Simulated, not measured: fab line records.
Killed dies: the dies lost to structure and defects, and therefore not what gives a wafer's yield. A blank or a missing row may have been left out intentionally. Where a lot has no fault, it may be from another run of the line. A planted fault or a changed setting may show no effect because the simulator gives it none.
Which tool was responsible? / flow n5 finfet / 24 lots, 72 wafers sampled, at 4 steps of a route of 1938

WHAT EACH GAUGE READ, for each wafer
N5_BEOL_M9_THK_MEAS_01. Usual: M9_ILD_THK typically reads 269 nm, with standard deviation 3.8.
lot=L074; measured=day 9 05:28; on=film metro-01; M9_ILD_THK (nm)=267 276 269; flag=
lot=L075; measured=day 10 09:38; on=film metro-01; M9_ILD_THK (nm)=264 273 271; flag=
lot=L076; measured=day 10 18:55; on=film metro-01; M9_ILD_THK (nm)=264 267 266; flag=
lot=L077; measured=day 10 19:41; on=film metro-01; M9_ILD_THK (nm)=268 272 270; flag=
lot=L078; measured=day 11 04:12; on=film metro-01; M9_ILD_THK (nm)=265 268 272; flag=
lot=L079; measured=day 11 16:05; on=film metro-02; M9_ILD_THK (nm)=268 268 272; flag=
lot=L080; measured=day 11 16:19; on=film metro-01; M9_ILD_THK (nm)=269 266 273; flag=
lot=L082; measured=day 11 23:10; on=film metro-01; M9_ILD_THK (nm)=270 275 274; flag=
lot=L081; measured=day 12 04:57; on=film metro-01; M9_ILD_THK (nm)=266 269 270; flag=
lot=L085; measured=day 12 04:31; on=film metro-01; M9_ILD_THK (nm)=270 273 275; flag=
lot=L083; measured=day 12 14:40; on=film metro-01; M9_ILD_THK (nm)=264 267 268; flag=
lot=L084; measured=day 12 18:46; on=film metro-01; M9_ILD_THK (nm)=267 270 270; flag=
lot=L088; measured=day 13 00:28; on=film metro-02; M9_ILD_THK (nm)=264 269 271; flag=
lot=L086; measured=day 13 00:38; on=film metro-02; M9_ILD_THK (nm)=259 262 269; flag=
lot=L087; measured=day 12 23:59; on=film metro-01; M9_ILD_THK (nm)=267 270 272; flag=
lot=L089; measured=day 13 15:25; on=film metro-02; M9_ILD_THK (nm)=277 274 272; flag=
lot=L090; measured=day 14 05:39; on=film metro-02; M9_ILD_THK (nm)=267 272 272; flag=
lot=L091; measured=day 14 10:53; on=film metro-01; M9_ILD_THK (nm)=268 272 272; flag=
lot=L093; measured=day 14 10:14; on=film metro-01; M9_ILD_THK (nm)=265 270 273; flag=
lot=L094; measured=day 15 01:41; on=film metro-01; M9_ILD_THK (nm)=265 268 268; flag=
lot=L092; measured=day 14 21:52; on=film metro-01; M9_ILD_THK (nm)=259 264 264; flag=
lot=L095; measured=day 16 03:31; on=film metro-01; M9_ILD_THK (nm)=271 276 275; flag=
lot=L097; measured=day 16 05:31; on=film metro-02; M9_ILD_THK (nm)=270 271 274; flag=
lot=L096; measured=day 16 06:27; on=film metro-02; M9_ILD_THK (nm)=269 272 274; flag=

WHICH TOOL RAN EACH LOT (tool, then ch and the chambers of the sampled wafers, then the start)
lot=L074; N5_BEOL_M8_CURE_74=uv cure-03 ch 0, day 8 21:32; N5_BEOL_M8_ETCH_72=rie diel-05 ch 0,2,3, day 9 01:46; N5_BEOL_M8_STRIP_80=rie diel-05 ch 0,2,3, day 9 05:28 or earlier
lot=L075; N5_BEOL_M8_CURE_74=uv cure-02 ch 0, day 10 02:14; N5_BEOL_M8_ETCH_72=rie diel-06 ch 1,2, day 10 06:22; N5_BEOL_M8_STRIP_80=rie diel-06 ch 1,2, day 10 09:38 or earlier
lot=L076; N5_BEOL_M8_CURE_74=uv cure-03 ch 2, day 10 07:55; N5_BEOL_M8_ETCH_72=rie diel-06 ch 1,2,3, day 10 15:19; N5_BEOL_M8_STRIP_80=rie diel-06 ch 1,2,3, day 10 18:55 or earlier
lot=L077; N5_BEOL_M8_CURE_74=uv cure-02 ch 0, day 10 08:54; N5_BEOL_M8_ETCH_72=rie diel-05 ch 0,3, day 10 15:50; N5_BEOL_M8_STRIP_80=rie diel-05 ch 0,3, day 10 19:41 or earlier
lot=L078; N5_BEOL_M8_CURE_74=uv cure-03 ch 0, day 10 18:43; N5_BEOL_M8_ETCH_72=rie diel-06 ch 1,2,3, day 11 00:55; N5_BEOL_M8_STRIP_80=rie diel-06 ch 1,2,3, day 11 04:12 or earlier
lot=L079; N5_BEOL_M8_CURE_74=uv cure-01 ch 0, day 11 06:51; N5_BEOL_M8_ETCH_72=rie diel-01 ch 1,2,3, day 11 11:38; N5_BEOL_M8_STRIP_80=rie diel-01 ch 1,2,3, day 11 16:05 or earlier
lot=L080; N5_BEOL_M8_CURE_74=uv cure-02 ch 0, day 11 07:25; N5_BEOL_M8_ETCH_72=rie diel-06 ch 0, day 11 11:41; N5_BEOL_M8_STRIP_80=rie diel-06 ch 0, day 11 16:19 or earlier
lot=L082; N5_BEOL_M8_CURE_74=uv cure-01 ch 0, day 11 12:54; N5_BEOL_M8_ETCH_72=rie diel-05 ch 1,2,3, day 11 19:37; N5_BEOL_M8_STRIP_80=rie diel-05 ch 1,2,3, day 11 23:10 or earlier
lot=L081; N5_BEOL_M8_CURE_74=uv cure-03 ch 0, day 11 15:39; N5_BEOL_M8_ETCH_72=rie diel-05 ch 0,1,2, day 12 00:23; N5_BEOL_M8_STRIP_80=rie diel-05 ch 0,1,2, day 12 04:57 or earlier
lot=L085; N5_BEOL_M8_CURE_74=uv cure-03 ch 1, day 11 16:26; N5_BEOL_M8_ETCH_72=rie diel-06 ch 0,1,2, day 12 00:05; N5_BEOL_M8_STRIP_80=rie diel-06 ch 0,1,2, day 12 04:31 or earlier
lot=L083; N5_BEOL_M8_CURE_74=uv cure-03 ch 1, day 12 06:10; N5_BEOL_M8_ETCH_72=rie diel-05 ch 0,1,3, day 12 10:34; N5_BEOL_M8_STRIP_80=rie diel-05 ch 0,1,3, day 12 14:40 or earlier
lot=L084; N5_BEOL_M8_CURE_74=uv cure-03 ch 2, day 12 11:55; N5_BEOL_M8_ETCH_72=rie diel-01 ch 1,2,3, day 12 14:36; N5_BEOL_M8_STRIP_80=rie diel-01 ch 1,2,3, day 12 18:46 or earlier
lot=L088; N5_BEOL_M8_CURE_74=uv cure-03 ch 1, day 12 13:34; N5_BEOL_M8_ETCH_72=rie diel-01 ch 0,1,2, day 12 18:44; N5_BEOL_M8_STRIP_80=rie diel-01 ch 0,1,2, day 13 00:28 or earlier
lot=L086; N5_BEOL_M8_CURE_74=uv cure-02 ch 0, day 12 13:34; N5_BEOL_M8_ETCH_72=rie diel-05 ch 2,3, day 12 18:53; N5_BEOL_M8_STRIP_80=rie diel-05 ch 2,3, day 13 00:38 or earlier
lot=L087; N5_BEOL_M8_CURE_74=uv cure-03 ch 2, day 12 14:24; N5_BEOL_M8_ETCH_72=rie diel-05 ch 1,3, day 12 18:29; N5_BEOL_M8_STRIP_80=rie diel-05 ch 1,3, day 12 23:59 or earlier
lot=L089; N5_BEOL_M8_CURE_74=uv cure-03 ch 1, day 13 08:26; N5_BEOL_M8_ETCH_72=rie diel-01 ch 0,1, day 13 11:26; N5_BEOL_M8_STRIP_80=rie diel-01 ch 0,1, day 13 15:25 or earlier
lot=L090; N5_BEOL_M8_CURE_74=uv cure-02 ch 2, day 13 18:08; N5_BEOL_M8_ETCH_72=rie diel-06 ch 1,2, day 14 00:23; N5_BEOL_M8_STRIP_80=rie diel-06 ch 1,2, day 14 05:39 or earlier
lot=L091; N5_BEOL_M8_CURE_74=uv cure-03 ch 2, day 14 02:00; N5_BEOL_M8_ETCH_72=rie diel-06 ch 0,3, day 14 06:46; N5_BEOL_M8_STRIP_80=rie diel-06 ch 0,3, day 14 10:53 or earlier
lot=L093; N5_BEOL_M8_CURE_74=uv cure-02 ch 0, day 14 02:11; N5_BEOL_M8_ETCH_72=rie diel-01 ch 0,1,2, day 14 06:44; N5_BEOL_M8_STRIP_80=rie diel-01 ch 0,1,2, day 14 10:14 or earlier
lot=L094; N5_BEOL_M8_CURE_74=uv cure-01 ch 1, day 14 08:49; N5_BEOL_M8_ETCH_72=rie diel-05 ch 0,1,2, day 14 16:33; N5_BEOL_M8_STRIP_80=rie diel-05 ch 0,1,2, day 15 01:41 or earlier
lot=L092; N5_BEOL_M8_CURE_74=uv cure-03 ch 1, day 14 09:19; N5_BEOL_M8_ETCH_72=rie diel-05 ch 1,2, day 14 16:09; N5_BEOL_M8_STRIP_80=rie diel-05 ch 1,2, day 14 21:52 or earlier
lot=L095; N5_BEOL_M8_CURE_74=uv cure-01 ch 2, day 15 18:43; N5_BEOL_M8_ETCH_72=rie diel-06 ch 1,2,3, day 15 23:06; N5_BEOL_M8_STRIP_80=rie diel-06 ch 1,2,3, day 16 03:31 or earlier
lot=L097; N5_BEOL_M8_CURE_74=uv cure-03 ch 1, day 15 19:10; N5_BEOL_M8_ETCH_72=rie diel-06 ch 0,1,2, day 16 00:34; N5_BEOL_M8_STRIP_80=rie diel-06 ch 0,1,2, day 16 05:31 or earlier
lot=L096; N5_BEOL_M8_CURE_74=uv cure-01 ch 0, day 15 21:23; N5_BEOL_M8_ETCH_72=rie diel-06 ch 0,1, day 16 01:14; N5_BEOL_M8_STRIP_80=rie diel-06 ch 0,1, day 16 06:27 or earlier
- N5_BEOL_M8_CURE_74: cures SiCOH lowk, time 240 s.
- N5_BEOL_M8_ETCH_72: etches underlayer in N2/H2, target depth 6.5 nm, time 5.2 s.
- N5_BEOL_M8_STRIP_80: strips in N2/H2, time 10 s.

AS READ BY THE TOOLS THEMSELVES (means over the sampled wafers that have a number; for cases with no such wafer, the mark the record gives instead)
N5_BEOL_M8_CURE_74. Usual: lamp power pct 52.31 %, standard deviation 0.049; wafer_temp_C_max 387.0, standard deviation 0.77.
lot=L074; tool=uv cure-03; lamp power pct (%)=52.31; wafer_temp_C_max=387.8; flag=
lot=L075; tool=uv cure-02; lamp power pct (%)=52.26; wafer_temp_C_max=385.8; flag=
lot=L076; tool=uv cure-03; lamp power pct (%)=52.35; wafer_temp_C_max=386.6; flag=
lot=L077; tool=uv cure-02; lamp power pct (%)=52.30; wafer_temp_C_max=386.3; flag=
lot=L078; tool=uv cure-03; lamp power pct (%)=52.26; wafer_temp_C_max=388.0; flag=
lot=L079; tool=uv cure-01; lamp power pct (%)=52.32; wafer_temp_C_max=387.6; flag=
lot=L080; tool=uv cure-02; lamp power pct (%)=52.28; wafer_temp_C_max=386.5; flag=
lot=L082; tool=uv cure-01; lamp power pct (%)=52.33; wafer_temp_C_max=387.6; flag=
lot=L081; tool=uv cure-03; lamp power pct (%)=52.33; wafer_temp_C_max=387.8; flag=
lot=L085; tool=uv cure-03; lamp power pct (%)=52.35; wafer_temp_C_max=387.2; flag=
lot=L083; tool=uv cure-03; lamp power pct (%)=52.28; wafer_temp_C_max=387.3; flag=
lot=L084; tool=uv cure-03; lamp power pct (%)=52.31; wafer_temp_C_max=386.8; flag=
lot=L088; tool=uv cure-03; lamp power pct (%)=52.34; wafer_temp_C_max=387.2; flag=
lot=L086; tool=uv cure-02; lamp power pct (%)=52.33; wafer_temp_C_max=385.8; flag=
lot=L087; tool=uv cure-03; lamp power pct (%)=52.35; wafer_temp_C_max=386.3; flag=
lot=L089; tool=uv cure-03; lamp power pct (%)=52.30; wafer_temp_C_max=387.1; flag=
lot=L090; tool=uv cure-02; lamp power pct (%)=52.34; wafer_temp_C_max=386.0; flag=
lot=L091; tool=uv cure-03; lamp power pct (%)=52.30; wafer_temp_C_max=386.8; flag=
lot=L093; tool=uv cure-02; lamp power pct (%)=52.29; wafer_temp_C_max=386.3; flag=
lot=L094; tool=uv cure-01; lamp power pct (%)=52.31; wafer_temp_C_max=388.5; flag=
lot=L092; tool=uv cure-03; lamp power pct (%)=52.27; wafer_temp_C_max=386.6; flag=
lot=L095; tool=uv cure-01; lamp power pct (%)=52.29; wafer_temp_C_max=387.5; flag=
lot=L097; tool=uv cure-03; lamp power pct (%)=52.32; wafer_temp_C_max=387.2; flag=
lot=L096; tool=uv cure-01; lamp power pct (%)=52.30; wafer_temp_C_max=387.9; flag=

N5_BEOL_M8_ETCH_72. Usual: drypump motor current A 5.7 A, standard deviation 0.57; etch rf on time s 5.17 s, standard deviation 0.087; oes product au 0.69 a.u., standard deviation 0.083; rf vpp V 523.6 V, standard deviation 2.9; showerhead plenum p Torr 2.54 Torr, standard deviation 0.096; throttle valve pct 17.83 %, standard deviation 0.29.
lot=L074; tool=rie diel-05; drypump motor current A (A)=5.9; etch rf on time s (s)=5.20; oes product au (a.u.)=0.64; rf vpp V (V)=523.8; showerhead plenum p Torr (Torr)=2.57; throttle valve pct (%)=17.88; flag=
lot=L075; tool=rie diel-06; drypump motor current A (A)=5.5; etch rf on time s (s)=5.19; oes product au (a.u.)=0.70; rf vpp V (V)=524.0; showerhead plenum p Torr (Torr)=2.53; throttle valve pct (%)=17.94; flag=
lot=L076; tool=rie diel-06; drypump motor current A (A)=5.6; etch rf on time s (s)=5.17; oes product au (a.u.)=0.68; rf vpp V (V)=523.4; showerhead plenum p Torr (Torr)=2.52; throttle valve pct (%)=18.04; flag=
lot=L077; tool=rie diel-05; drypump motor current A (A)=6.1; etch rf on time s (s)=5.15; oes product au (a.u.)=0.69; rf vpp V (V)=523.1; showerhead plenum p Torr (Torr)=2.52; throttle valve pct (%)=17.78; flag=
lot=L078; tool=rie diel-06; drypump motor current A (A)=5.7; etch rf on time s (s)=5.23; oes product au (a.u.)=0.67; rf vpp V (V)=523.3; showerhead plenum p Torr (Torr)=2.52; throttle valve pct (%)=18.02; flag=
lot=L079; tool=rie diel-01; drypump motor current A (A)=5.6; etch rf on time s (s)=5.18; oes product au (a.u.)=0.70; rf vpp V (V)=522.5; showerhead plenum p Torr (Torr)=2.53; throttle valve pct (%)=17.65; flag=
lot=L080; tool=rie diel-06; drypump motor current A (A)=5.6; etch rf on time s (s)=5.03; oes product au (a.u.)=0.65; rf vpp V (V)=524.1; showerhead plenum p Torr (Torr)=2.53; throttle valve pct (%)=17.81; flag=
lot=L082; tool=rie diel-05; drypump motor current A (A)=5.8; etch rf on time s (s)=5.12; oes product au (a.u.)=0.74; rf vpp V (V)=525.0; showerhead plenum p Torr (Torr)=2.57; throttle valve pct (%)=17.78; flag=
lot=L081; tool=rie diel-05; drypump motor current A (A)=5.8; etch rf on time s (s)=5.19; oes product au (a.u.)=0.78; rf vpp V (V)=523.5; showerhead plenum p Torr (Torr)=2.52; throttle valve pct (%)=17.56; flag=
lot=L085; tool=rie diel-06; drypump motor current A (A)=5.7; etch rf on time s (s)=5.17; oes product au (a.u.)=0.69; rf vpp V (V)=524.5; showerhead plenum p Torr (Torr)=2.55; throttle valve pct (%)=17.85; flag=
lot=L083; tool=rie diel-05; drypump motor current A (A)=6.0; etch rf on time s (s)=5.21; oes product au (a.u.)=0.71; rf vpp V (V)=522.1; showerhead plenum p Torr (Torr)=2.52; throttle valve pct (%)=17.80; flag=
lot=L084; tool=rie diel-01; drypump motor current A (A)=5.6; etch rf on time s (s)=5.13; oes product au (a.u.)=0.69; rf vpp V (V)=523.1; showerhead plenum p Torr (Torr)=2.53; throttle valve pct (%)=17.67; flag=
lot=L088; tool=rie diel-01; drypump motor current A (A)=5.5; etch rf on time s (s)=5.11; oes product au (a.u.)=0.65; rf vpp V (V)=523.6; showerhead plenum p Torr (Torr)=2.51; throttle valve pct (%)=17.73; flag=
lot=L086; tool=rie diel-05; drypump motor current A (A)=5.9; etch rf on time s (s)=5.10; oes product au (a.u.)=0.65; rf vpp V (V)=526.3; showerhead plenum p Torr (Torr)=2.61; throttle valve pct (%)=18.03; flag=
lot=L087; tool=rie diel-05; drypump motor current A (A)=6.0; etch rf on time s (s)=5.15; oes product au (a.u.)=0.66; rf vpp V (V)=523.4; showerhead plenum p Torr (Torr)=2.57; throttle valve pct (%)=18.03; flag=
lot=L089; tool=rie diel-01; drypump motor current A (A)=5.0; etch rf on time s (s)=5.21; oes product au (a.u.)=0.62; rf vpp V (V)=522.1; showerhead plenum p Torr (Torr)=2.49; throttle valve pct (%)=17.94; flag=
lot=L090; tool=rie diel-06; drypump motor current A (A)=5.5; etch rf on time s (s)=5.17; oes product au (a.u.)=0.66; rf vpp V (V)=522.6; showerhead plenum p Torr (Torr)=2.52; throttle valve pct (%)=18.01; flag=
lot=L091; tool=rie diel-06; drypump motor current A (A)=5.5; etch rf on time s (s)=5.22; oes product au (a.u.)=0.71; rf vpp V (V)=527.6; showerhead plenum p Torr (Torr)=2.66; throttle valve pct (%)=18.02; flag=
lot=L093; tool=rie diel-01; drypump motor current A (A)=5.5; etch rf on time s (s)=5.13; oes product au (a.u.)=0.64; rf vpp V (V)=523.4; showerhead plenum p Torr (Torr)=2.50; throttle valve pct (%)=17.77; flag=
lot=L094; tool=rie diel-05; drypump motor current A (A)=5.8; etch rf on time s (s)=5.22; oes product au (a.u.)=0.74; rf vpp V (V)=521.7; showerhead plenum p Torr (Torr)=2.51; throttle valve pct (%)=17.60; flag=
lot=L092; tool=rie diel-05; drypump motor current A (A)=5.7; etch rf on time s (s)=5.17; oes product au (a.u.)=0.77; rf vpp V (V)=521.5; showerhead plenum p Torr (Torr)=2.52; throttle valve pct (%)=17.59; flag=
lot=L095; tool=rie diel-06; drypump motor current A (A)=5.7; etch rf on time s (s)=5.24; oes product au (a.u.)=0.70; rf vpp V (V)=527.0; showerhead plenum p Torr (Torr)=2.62; throttle valve pct (%)=18.01; flag=
lot=L097; tool=rie diel-06; drypump motor current A (A)=5.7; etch rf on time s (s)=5.10; oes product au (a.u.)=0.67; rf vpp V (V)=523.1; showerhead plenum p Torr (Torr)=2.54; throttle valve pct (%)=17.92; flag=
lot=L096; tool=rie diel-06; drypump motor current A (A)=5.4; etch rf on time s (s)=5.15; oes product au (a.u.)=0.61; rf vpp V (V)=521.6; showerhead plenum p Torr (Torr)=2.48; throttle valve pct (%)=17.99; flag=

N5_BEOL_M8_STRIP_80. Usual: drypump motor current A 5.7 A, standard deviation 0.57; oes product au 0.81 a.u., standard deviation 0.098; rf vpp V 59.0 V, standard deviation 0.84; showerhead plenum p Torr 2.53 Torr, standard deviation 0.097; throttle valve pct 23.6 %, standard deviation 0.31.
lot=L074; tool=rie diel-05; drypump motor current A (A)=5.9; oes product au (a.u.)=0.75; rf vpp V (V)=59.5; showerhead plenum p Torr (Torr)=2.57; throttle valve pct (%)=23.7; flag=
lot=L075; tool=rie diel-06; drypump motor current A (A)=5.5; oes product au (a.u.)=0.83; rf vpp V (V)=58.9; showerhead plenum p Torr (Torr)=2.53; throttle valve pct (%)=23.7; flag=
lot=L076; tool=rie diel-06; drypump motor current A (A)=5.6; oes product au (a.u.)=0.80; rf vpp V (V)=59.7; showerhead plenum p Torr (Torr)=2.52; throttle valve pct (%)=23.9; flag=
lot=L077; tool=rie diel-05; drypump motor current A (A)=6.1; oes product au (a.u.)=0.81; rf vpp V (V)=58.5; showerhead plenum p Torr (Torr)=2.52; throttle valve pct (%)=23.6; flag=
lot=L078; tool=rie diel-06; drypump motor current A (A)=5.7; oes product au (a.u.)=0.79; rf vpp V (V)=58.7; showerhead plenum p Torr (Torr)=2.52; throttle valve pct (%)=23.9; flag=
lot=L079; tool=rie diel-01; drypump motor current A (A)=5.6; oes product au (a.u.)=0.82; rf vpp V (V)=59.0; showerhead plenum p Torr (Torr)=2.53; throttle valve pct (%)=23.4; flag=
lot=L080; tool=rie diel-06; drypump motor current A (A)=5.6; oes product au (a.u.)=0.76; rf vpp V (V)=59.0; showerhead plenum p Torr (Torr)=2.52; throttle valve pct (%)=23.5; flag=
lot=L082; tool=rie diel-05; drypump motor current A (A)=5.8; oes product au (a.u.)=0.86; rf vpp V (V)=59.5; showerhead plenum p Torr (Torr)=2.57; throttle valve pct (%)=23.6; flag=
lot=L081; tool=rie diel-05; drypump motor current A (A)=5.8; oes product au (a.u.)=0.91; rf vpp V (V)=58.5; showerhead plenum p Torr (Torr)=2.52; throttle valve pct (%)=23.4; flag=
lot=L085; tool=rie diel-06; drypump motor current A (A)=5.7; oes product au (a.u.)=0.81; rf vpp V (V)=58.4; showerhead plenum p Torr (Torr)=2.55; throttle valve pct (%)=23.6; flag=
lot=L083; tool=rie diel-05; drypump motor current A (A)=6.0; oes product au (a.u.)=0.83; rf vpp V (V)=59.4; showerhead plenum p Torr (Torr)=2.52; throttle valve pct (%)=23.5; flag=
lot=L084; tool=rie diel-01; drypump motor current A (A)=5.5; oes product au (a.u.)=0.81; rf vpp V (V)=59.5; showerhead plenum p Torr (Torr)=2.52; throttle valve pct (%)=23.4; flag=
lot=L088; tool=rie diel-01; drypump motor current A (A)=5.5; oes product au (a.u.)=0.76; rf vpp V (V)=60.1; showerhead plenum p Torr (Torr)=2.50; throttle valve pct (%)=23.4; flag=
lot=L086; tool=rie diel-05; drypump motor current A (A)=5.9; oes product au (a.u.)=0.76; rf vpp V (V)=59.5; showerhead plenum p Torr (Torr)=2.60; throttle valve pct (%)=23.8; flag=
lot=L087; tool=rie diel-05; drypump motor current A (A)=6.0; oes product au (a.u.)=0.77; rf vpp V (V)=58.6; showerhead plenum p Torr (Torr)=2.56; throttle valve pct (%)=23.7; flag=
lot=L089; tool=rie diel-01; drypump motor current A (A)=5.0; oes product au (a.u.)=0.73; rf vpp V (V)=59.5; showerhead plenum p Torr (Torr)=2.49; throttle valve pct (%)=23.7; flag=
lot=L090; tool=rie diel-06; drypump motor current A (A)=5.5; oes product au (a.u.)=0.78; rf vpp V (V)=59.3; showerhead plenum p Torr (Torr)=2.51; throttle valve pct (%)=23.8; flag=
lot=L091; tool=rie diel-06; drypump motor current A (A)=5.5; oes product au (a.u.)=0.83; rf vpp V (V)=59.2; showerhead plenum p Torr (Torr)=2.66; throttle valve pct (%)=24.0; flag=
lot=L093; tool=rie diel-01; drypump motor current A (A)=5.5; oes product au (a.u.)=0.75; rf vpp V (V)=58.1; showerhead plenum p Torr (Torr)=2.50; throttle valve pct (%)=23.5; flag=
lot=L094; tool=rie diel-05; drypump motor current A (A)=5.8; oes product au (a.u.)=0.87; rf vpp V (V)=59.1; showerhead plenum p Torr (Torr)=2.51; throttle valve pct (%)=23.4; flag=
lot=L092; tool=rie diel-05; drypump motor current A (A)=5.7; oes product au (a.u.)=0.89; rf vpp V (V)=59.0; showerhead plenum p Torr (Torr)=2.51; throttle valve pct (%)=23.4; flag=
lot=L095; tool=rie diel-06; drypump motor current A (A)=5.7; oes product au (a.u.)=0.82; rf vpp V (V)=59.6; showerhead plenum p Torr (Torr)=2.61; throttle valve pct (%)=23.9; flag=
lot=L097; tool=rie diel-06; drypump motor current A (A)=5.7; oes product au (a.u.)=0.77; rf vpp V (V)=58.4; showerhead plenum p Torr (Torr)=2.54; throttle valve pct (%)=23.7; flag=
lot=L096; tool=rie diel-06; drypump motor current A (A)=5.4; oes product au (a.u.)=0.72; rf vpp V (V)=58.5; showerhead plenum p Torr (Torr)=2.48; throttle valve pct (%)=23.6; flag=

THE ANSWER, worked out from the rows above alone
Rule: a lot is off if the mean of its wafers that have a number lies more than 3 standard deviations from the usual mean. A lot without any number at a reading at which 4 lots or more have one is off too. Any other lot the step has rows for is counted as sound. Order of review: gauges by route order, followed by the tools' own readings, for which a lot's mean as printed above is used. At the first step where some lot is off, the reading lying furthest off is the one used; lots without a number count as furthest.
None of the lots is off at any reading shown; this tells nothing.

WHAT THE SIMULATOR HAD INSERTED
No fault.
